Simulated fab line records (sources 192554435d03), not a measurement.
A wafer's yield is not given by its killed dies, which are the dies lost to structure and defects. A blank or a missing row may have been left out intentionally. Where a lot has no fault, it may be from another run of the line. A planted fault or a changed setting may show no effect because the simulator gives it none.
fab line records -- flow n5-finfet
record lots=4, wafers=12, last-day=18
route steps=1938 shown BEOL_M1@763 BEOL_M4@1111 PASSIVATION@1936
lots that met no fault: from a run of the same line without faults
start-h: hours from the record's first day to the start of the lot's first wafer shown -- wait-h: hours since the lot's step before -- " repeats the value in the row above -- L1.1+2: several wafers, shown together as one row -- - no value, or no start was given -- * or withheld: withheld -- < > ~ a bound
route shown NAME@n: a module of which the file shows steps, and the number in the route of the first -- usual: mean and standard deviation over wafers with no fault -- same: alike in all rows -- chamber/n: place in a boat -- sites: per-site readings -- _std_site: how widely they spread, as a standard deviation -- _edge_site: outer sites' mean less inner sites' -- radius-mm: for every site, how far away it sits from the centre of the wafer -- mask NAME#n: copy n -- behind: tool/chamber where the wafer was last shaped -- hold: why the lot went on hold/how many hours it stayed there/how the hold came to an end -- device: which transistor (n, p or np) failed to switch -- end of line: tests of these same wafers at the route's end -- a step with no rows: only its recipe -- killed: not the wafer's yield, but the dies lost to structure and defects at the first sort -- map: dies across one wafer; x = killed, . = not, _ = none there
set.NAME: the run value of the setting; set.NAME@STEP: its run value at that earlier step -- model.NAME: the simulator's own value behind a step, which no gauge read
a table for each step, a row for each wafer; lots at some steps of the route
services: a tool's chamber out of use, with start hour (start-h, from the record's first day; less than 0 if before it), hours out, and reason
## steps
# step N5_BEOL_M1_DEVELOP_10
# recipe develop-time-s=30, developer=TMAH, resist=CAR-EUV, rinse-liquid=surfactant-rinse, dry=air-spin, dev-temp-c=23
# step N5_BEOL_M1_DESCUM_16
# recipe chemistry=O2, time-s=7, source-power-w=50, bias-power-w=20, pressure-mtorr=20, rf-frequency-hz=2.712e+07, temp-c=40, resist=CAR-EUV, o2-flow-sccm=225
# step N5_BEOL_M1_ETCH_74
# recipe chemistry=N2/H2, target=underlayer, target-depth-a=65, mask-material=CAR-EUV, time-s=5.2, ion-energy-ev=200, pressure-mtorr=30, source-w=840, bias-w=150, n2-flow-sccm=200, h2-flow-sccm=200, ends=cleared
# step N5_BEOL_M1_ETCH_63
# recipe chemistry=CF4, target=SiARC, target-depth-a=156, mask-material=CAR-EUV, time-s=26, ion-energy-ev=80, pressure-mtorr=40, source-w=545, bias-w=36, Ar_flow_sccm=100, cf4-flow-sccm=100, ends=cleared
# step N5_BEOL_M1_ETCH_64
# recipe chemistry=N2/H2, target=SOC, target-depth-a=750, overetch-a=150, mask-material=SiARC, temp-c=40, time-s=112.5, ion-energy-ev=200, pressure-mtorr=30, source-w=840, bias-w=150, n2-flow-sccm=200, h2-flow-sccm=200
# step N5_BEOL_M1_STRIP_65
# recipe chemistry=N2/H2, temp-c=40, n2-flow-sccm=200, h2-flow-sccm=200, rf-frequency-hz=6e+07
# step N5_BEOL_M1_STRIP_75
# recipe chemistry=N2/H2, temp-c=40, n2-flow-sccm=200, h2-flow-sccm=200, rf-frequency-hz=6e+07
# step N5_BEOL_M1_STRIP_66
# recipe chemistry=CF4, resist=SiARC, power-w=300, bias-power-w=75, pressure-mtorr=50, cf4-flow-sccm=150, rf-frequency-hz=6e+07
# step N5_BEOL_M1_HM_OPEN_17
# recipe chemistry=Cl2/BCl3, target-depth-a=200, overetch-a=60, target=TiN, mask-material=SOC, ion-energy-ev=150, pressure-mtorr=10, icp-w=1000, bias-w=126, Cl2_flow_sccm=53.25, bcl3-flow-sccm=21.75, Ar_flow_sccm=25
# step N5_BEOL_M1_STRIP_19
# recipe chemistry=O2, power-w=400, temp-c=40, pressure-mtorr=30, rf-frequency-hz=6e+07, bias-power-w=0, overash-fraction=0.2, o2-flow-sccm=225
# usual drypump-motor-current-A=5.6/0.56, oes-product-au=0.80/0.076, rf-vpp-V=3.7/0.5, showerhead-plenum-p-Torr=2.10/0.06, throttle-valve-pct=16.66/0.24
lot.wafer,tool,chamber,start-h,wait-h,drypump-motor-current-A,oes-product-au,rf-hours-counter-h,rf-vpp-V,showerhead-plenum-p-Torr,throttle-valve-pct
L275.1,rie-diel-01,2,129.19,0.1,5.9,0.80,85,3.1,2.22,16.74
L275.3,rie-diel-01,3,129.19,0.1,6.2,0.89,26,2.9,2.06,16.32
L275.6,rie-diel-01,0,129.19,0.1,6.0,0.72,-,3.8,2.12,16.97
L289.2,rie-diel-01,3,214.85,0.1,6.3,0.85,51,3.7,2.05,16.37
L289.3,rie-diel-01,1,214.85,0.1,5.8,0.70,201,4.0,2.00,16.91
L289.4,rie-diel-01,0,214.85,0.1,6.0,0.70,183,2.9,2.11,17.00
L292.2,rie-diel-01,0,233.10,0.1,6.1,0.70,189,3.5,2.11,17.02
L292.4,rie-diel-01,3,233.10,0.1,6.2,0.84,56,3.1,2.05,16.38
L292.6,rie-diel-01,2,233.10,0.1,5.9,0.76,-,3.6,2.21,16.81
L293.1,rie-diel-06,2,236.88,0.1,5.9,0.74,173,3.5,2.16,16.60
L293.2,rie-diel-06,3,236.88,0.1,6.0,0.74,165,2.9,2.11,16.69
L293.5,rie-diel-06,2,236.88,0.1,5.9,0.74,-,3.6,2.16,16.59
# step N5_BEOL_M1_COAT_67
# recipe resist=SOC, temp-c=250, time-s=60, spin-rpm=1500, resist-thk-nm=60
# step N5_BEOL_M1_COAT_68
# recipe resist=SiARC, temp-c=220, time-s=60, spin-rpm=1500, resist-thk-nm=12
# step N5_BEOL_M1_COAT_76
# recipe resist=underlayer, temp-c=205, time-s=60, spin-rpm=1500, resist-thk-nm=5
# step N5_BEOL_M1_COAT_22
# recipe resist=CAR-EUV, spin-rpm=1500, resist-thk-nm=30
# step N5_BEOL_M1_EBR_24
# recipe solvent=PGMEA, ebr-width-mm=1.5
# step N5_BEOL_M1_SOFTBAKE_23
# recipe temp-c=110, time-s=60, resist=CAR-EUV
# step N5_BEOL_M1_EXPOSE_25
# recipe mask-id=V0, na=0.33, source-shape=quasar, sigma-inner=0.2, sigma-outer=0.8, polarization=unpolarized, defocus-nm=5, target-cd-nm=24, dose-mj=63
# step N5_BEOL_M1_PEB_26
# recipe peb-temp-c=100, peb-time-s=60, resist=CAR-EUV
# step N5_BEOL_M1_DEVELOP_27
# recipe develop-time-s=30, developer=TMAH, resist=CAR-EUV, rinse-liquid=surfactant-rinse, dry=air-spin, dev-temp-c=23
# step N5_BEOL_M1_INSPECT_30
# recipe mode=adi, inspect-instrument=brightfield
# usual raw-defect-count=424/89
lot.wafer,tool,chamber,start-h,wait-h,raw-defect-count
L275.1,defect-inspect-01,-,129.66,0.1,443
L275.3,defect-inspect-01,-,129.66,0.1,401
L275.6,defect-inspect-01,-,129.66,0.1,377
L289.2,defect-inspect-02,-,215.45,0.0,1100
L289.3,defect-inspect-02,-,215.45,0.0,1088
L289.4,defect-inspect-02,-,215.45,0.0,1240
L292.2,defect-inspect-01,-,233.75,0.0,1050
L292.4,defect-inspect-01,-,233.75,0.0,1125
L292.6,defect-inspect-01,-,233.75,0.0,1086
L293.1,defect-inspect-02,-,237.36,0.1,488
L293.2,defect-inspect-02,-,237.36,0.1,413
L293.5,defect-inspect-02,-,237.36,0.1,443
# step N5_BEOL_M1_DESCUM_33
# recipe chemistry=O2, time-s=7, source-power-w=50, bias-power-w=20, pressure-mtorr=20, rf-frequency-hz=2.712e+07, temp-c=40, resist=CAR-EUV, o2-flow-sccm=225
# step N5_BEOL_M4_RC_MEAS_101
# usual DIBL_N=36.6/1.9, DIBL_P=36.7/2.2, IOFF_N=0.16/0.035, IOFF_P=0.22/0.038, ION_N=672/14, ION_P=462/8.3, SS_N=71.6/0.65, SS_P=73.5/0.72, VT_N=250/3.5, VT_P=-250/3.1
lot.wafer,tool,chamber,start-h,wait-h,DIBL_N[mV/V],DIBL_P[mV/V],IOFF_N[nA/um],IOFF_P[nA/um],ION_N[uA/um],ION_P[uA/um],SS_N[mV/dec],SS_P[mV/dec],VT_N[mV],VT_P[mV]
L275.1,prober-02,0,202.49,0.0,36.8,35.4,0.15,0.20,691,476,71.5,72.8,247,-249
L275.3,prober-02,0,202.49,0.0,38.0,38.1,0.18,0.23,691,477,71.9,72.8,248,-249
L275.6,prober-02,0,202.49,0.0,37.3,35.9,0.16,0.21,689,472,71.9,72.7,248,-254
L289.2,prober-01,0,283.63,0.2,39.5,37.0,0.21,0.27,703,478,72.1,74.5,241,-246
L289.3,prober-01,0,283.63,0.2,41.1,38.8,0.24,0.30,701,479,72.7,74.0,241,-246
L289.4,prober-01,0,283.63,0.2,37.6,34.9,0.17,0.22,666,459,71.6,74.1,249,-250
L293.1,prober-02,0,296.96,0.0,35.7,35.6,0.14,0.19,666,459,71.1,73.4,252,-253
L293.2,prober-02,0,296.96,0.0,33.6,33.6,0.12,0.18,673,462,71.0,72.5,252,-250
L293.5,prober-02,0,296.96,0.0,36.5,37.2,0.16,0.22,676,467,71.4,73.3,250,-251
L292.2,prober-02,0,301.75,0.2,36.4,35.5,0.15,0.19,677,462,71.3,73.3,253,-254
L292.4,prober-02,0,301.75,0.2,40.1,40.6,0.25,0.28,683,460,72.1,74.9,243,-248
L292.6,prober-02,0,301.75,0.2,38.5,37.8,0.19,0.21,700,470,72.1,74.3,247,-253
# step N5_PASSIVATION_PROBE_49
# usual defect-limited-yield=91.6/1.4, killed_at_M0_to_M3=35/10, killed_at_M4_up=13/4.8, killed-at-contacts=12/7.2, killed-at-front-end=36/12, killed-at-other=4/3.1, killed-dies=100/17, killed-on-rim=13/4.2, killed-open=66/13, killed-short=32/7.3, sort_bin_5_function=5.0/0.94, sort_bin_6_memory=3.1/0.67, sort-n-pass=1080/17, sort-yield-pct=91.6/1.4
# same gross-dies=1180, killed-at-back-side=0, sort_bin_4_leakage[%]=0, sort_bin_8_speed[%]=0
lot.wafer,tool,chamber,start-h,wait-h,defect-limited-yield[%],killed_at_M0_to_M3,killed_at_M4_up,killed-at-contacts,killed-at-front-end,killed-at-other,killed-dies,killed-on-rim,killed-open,killed-short,sort_bin_5_function[%],sort_bin_6_memory[%],sort-n-pass,sort-yield-pct[%]
L289.2,prober-02,-,418.19,0.1,87.7,89,7,14,33,2,145,28,45,32,7.9,2.8,1035,87.7
L289.3,prober-02,-,418.24,0.1,85.9,100,19,13,29,5,166,29,76,21,8.6,3.6,1014,85.9
L289.4,prober-02,-,418.29,0.2,85.6,106,6,9,32,17,170,27,52,29,8.6,3.2,1010,85.6
L292.2,prober-02,-,428.03,0.1,84.6,136,14,5,27,0,182,25,64,26,9.3,4.1,998,84.6
L292.4,prober-02,-,428.13,0.2,86.9,85,11,11,42,5,154,33,63,28,7.6,3.8,1026,86.9
L292.6,prober-02,-,428.23,0.3,86.1,113,16,8,24,3,164,28,69,23,9.0,3.5,1016,86.1
# killed by level:class
L289.2 BEOL_M1:unspecified=65 MOL_CONTACT_COAG:geometric-particle:open=11 BEOL_M2:geometric-particle:open=7 BEOL_M2:geometric-particle:short=7 DUMMY_GATE:geometric-particle:open=6 FIN_SAQP:geometric-particle:short=5 GATE_CUT:geometric-particle:open=4 MOL_CONTACT_COAG:geometric-particle:short=3
L289.3 BEOL_M1:unspecified=68 BEOL_M1:geometric-particle:open=13 MOL_CONTACT_COAG:geometric-particle:open=12 BEOL_M4:geometric-particle:open=9 BEOL_M8:geometric-particle:open=9 FIN_SAQP:geometric-particle:open=6 BEOL_M0_SAQP:geometric-particle:open=5 FIN_SAQP:geometric-particle:short=3
L289.4 BEOL_M1:unspecified=85 MOL_CONTACT_COAG:geometric-particle:open=7 FIN_SAQP:geometric-particle:short=6 PAD_METAL:geometric-particle:short=6 BEOL_M1:geometric-particle:open=6 BEOL_M2:geometric-particle:open=6 FIN_SAQP:geometric-particle:open=4 SPACER0:geometric-particle:open=4
L292.2 BEOL_M1:unspecified=91 BEOL_M2:geometric-particle:open=15 BEOL_M3:geometric-particle:open=11 BEOL_M0_SAQP:geometric-particle:short=7 STI_FIN_REVEAL:geometric-particle:open=6 MOL_CONTACT_COAG:geometric-particle:open=5 GATE_CUT:geometric-particle:short=4 BEOL_M0_SAQP:geometric-particle:open=4
L292.4 BEOL_M1:unspecified=63 STI_FIN_REVEAL:geometric-particle:open=16 MOL_CONTACT_COAG:geometric-particle:open=9 BEOL_M2:geometric-particle:open=6 STI_FIN_REVEAL:geometric-particle:short=5 BEOL_M0_SAQP:geometric-particle:open=5 FIN_SAQP:geometric-particle:open=4 GATE_CUT:geometric-particle:open=4
L292.6 BEOL_M1:unspecified=71 BEOL_M2:geometric-particle:open=15 BEOL_M0_SAQP:geometric-particle:open=7 BEOL_M3:geometric-particle:open=7 BEOL_M2:geometric-particle:short=6 MOL_CONTACT_COAG:geometric-particle:open=6 BEOL_M4:geometric-particle:open=6 FIN_SAQP:geometric-particle:open=5
# map L289.4 (x killed, . not)
_________________......x.x.xx________________
______________........x.xxxxxxxx_____________
___________x.x....x.x.xxxxxxxxxxxxx__________
__________...x...xx..x.xxxxxxxxxxxxx_________
________......x........xxxxxxxxxxxxxx._______
_______................xxxxxxxxxxx.....______
______x.x...............x.xxxxxxxx.xx..._____
_____..............x...x.x.xxxxxxx.....x.____
____...........x..x.......x.xx...x........___
___...........x................x...........__
___.....x.x.......................x..x.....__
__.....x.x.................................._
__....................x....................._
_........x............x...x..................
_............................................
_x............x............xx.....x..........
_....x...x...............x............xx..x..
_..x...................................x.....
_.............x......x.....x..xx.............
_...........................x.x.........x....
_x.....................................x.x...
__.x...........x......x...xx.....x....x..x.._
__..............................x.......x..._
___........................................__
___.x..............x.......................__
____...x.....x.................x..........___
_____........x........x..x.x.x...........____
______.................................._____
_______.............x........x.........______
________.x......x..x..........x.....x._______
__________...............x.........._________
___________x.......................__________
______________.........x....x..._____________
_________________............________________
# map L292.2 (x killed, . not)
_________________....x..xxxxx________________
______________.......xxxxxxxxxxx_____________
___________x.........xxxxxxxxxxxxxx__________
__________....x....x.xxxxxxxxxxxxx.x_________
________...x...........xxxxxxxxxxxxx.._______
_______..............xx.xxxxxxxxxxxx...______
______........x.........x.xxxx.xxxxx...._____
_____...x...x....x.xx..xxx.x.xxxx..xx....____
____.................x...x....xx........x.___
___.......................xxx..............__
___.......x....x..............x............__
__............................x...x..x......_
__.........x.......................x........_
_...............x..............x............x
_........x.....x................x............
_....x....................x..................
_..............x.......................x.....
_......................x......x.x.......x....
_....x.xx......x.............................
_............x..............x....x........x..
_.....................x.........x........x...
__...........x...........x.....x.x.x........_
__...x....................x...x.......x....._
___...x.......x.............x....x......x..__
___.........x.....x......x.................__
____...................................x..___
_____............x..........x...........x____
______........................xx........_____
_______x..x..x.xx......xx........x.....______
________.......x.......x.............._______
__________x...........x......x......_________
___________........................__________
______________.................._____________
_________________x...x.....x.________________
## services
tool,chamber,start-h,hours,kind
rie-diel-06,1,125.06,-,clean
rie-diel-06,1,125.06,-,consumable-replace:focus-ring
rie-diel-06,1,125.06,11.0,scheduled-down
rie-diel-06,1,125.06,11.0,vent-cycle
rie-diel-06,1,151.90,8.1,repair
rie-diel-01,-,164.46,0.3,repair
rie-diel-06,3,170.12,4.2,repair
rie-diel-06,2,224.10,3.8,repair
## key
first-sign step=N5_BEOL_M1_INSPECT_30, reading=raw-defect-count, direction=up, sigmas=7.7, usual=424, struck=1115
effect step=N5_PASSIVATION_PROBE_49, reading=killed_at_M0_to_M3, direction=up, sigmas=6.7, usual=35, struck=105
more-kills-born-at N5_BEOL_M1_STRIP_19@rie-diel-01=443
met-at N5_BEOL_M1_STRIP_19
struck-wafers L289.2,L289.3,L289.4,L292.2,L292.4,L292.6
onset-between 129.19 214.85
fault kind=chamber-particle-source, tool=rie-diel-01, chamber=-, onset-h=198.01, steps=N5_BEOL_M1_STRIP_19, rate-per-visit-cm2=0.84891, end-h=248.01
